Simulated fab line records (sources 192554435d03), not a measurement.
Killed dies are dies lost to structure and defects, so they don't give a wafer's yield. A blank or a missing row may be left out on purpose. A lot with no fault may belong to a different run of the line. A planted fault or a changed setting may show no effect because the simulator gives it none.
3 desks, one fault    flow n5_finfet    numbers are kept per desk, each desk with only its own; the story behind them comes last

FROM THE METROLOGY DESK
Lot by lot, what the gauges showed, no matter which tool ran the lot: averages of those sampled wafers that carry a number. Any lot whose mean is over 4 standard deviations away from the usual mean is out of limits and marked OUT; that distance is given in the brackets.
Columns: A = cd_nm at N5_MIM_BOT_LITHO_CD_MEAS_08, usual 3001.7 nm; B = MIM_BOT_OVL at N5_MIM_BOT_LITHO_OVL_MEAS_11, usual 0 nm
lot   first seen here  A       B
L510  day 12 04:44     3002.3  -3
L511  day 12 19:38     3000.1  2
L521  day 15 01:11     3002.0  -5
L522  day 15 03:37     3003.2  -8
L526  day 16 12:01     3003.5  -0
L527  day 16 17:37     3000.8  0
This desk found nothing out of limits on any of the 6 lots.

AT THE TOOL OWNER'S DESK: rie_diel-04
The tool's own readings at N5_MIM_BOT_ETCH_ETCH_04 (etches SiNx in CF4/O2, target depth 26 nm, time 13 s): means of the sampled wafers that have a number, for each lot that ran on this tool. Any lot whose mean is over 4 standard deviations away from the usual mean is out of limits and marked OUT; that distance is given in the brackets.
Columns: A = drypump_motor_current_A at N5_MIM_BOT_ETCH_ETCH_04, usual 5.8 A; B = oes_product_au at N5_MIM_BOT_ETCH_ETCH_04, usual 0.83 a.u.; C = rf_vpp_V at N5_MIM_BOT_ETCH_ETCH_04, usual 242 V; D = showerhead_plenum_p_Torr at N5_MIM_BOT_ETCH_ETCH_04, usual 2.20 Torr; E = throttle_valve_pct at N5_MIM_BOT_ETCH_ETCH_04, usual 15.90 %
lot   first seen here  A    B     C    D     E
L510  day 12 04:56     6.0  0.89  245  2.27  15.91
L521  day 15 01:20     5.9  0.87  243  2.27  15.78
L522  day 15 03:47     5.9  0.90  240  2.29  15.75
This desk found nothing out of limits on any of the 3 lots.

THE DEFECT DESK
For each lot, the counts of the inspections along the route, averaged over the sampled wafers that have a number. Any lot whose mean is over 4 standard deviations away from the usual mean is out of limits and marked OUT; that distance is given in the brackets.
Columns: A = raw_defect_count at N5_MIM_BOT_LITHO_INSPECT_12, usual 2.1
lot   first seen here  A
L510  day 12 04:47     2.0
L511  day 12 19:41     1.7
L521  day 15 01:14     2.3
L522  day 15 03:40     1.5
L526  day 16 12:04     3.0
L527  day 16 17:40     1.3
This desk found nothing out of limits on any of the 6 lots.

TAKEN TOGETHER
From the metrology desk's view, nothing was out of limits.
Nothing out of limits was seen by the tool owner's desk.
Nothing the defect desk looked at was out of limits.

WHAT THE SIMULATOR HAD PUT IN
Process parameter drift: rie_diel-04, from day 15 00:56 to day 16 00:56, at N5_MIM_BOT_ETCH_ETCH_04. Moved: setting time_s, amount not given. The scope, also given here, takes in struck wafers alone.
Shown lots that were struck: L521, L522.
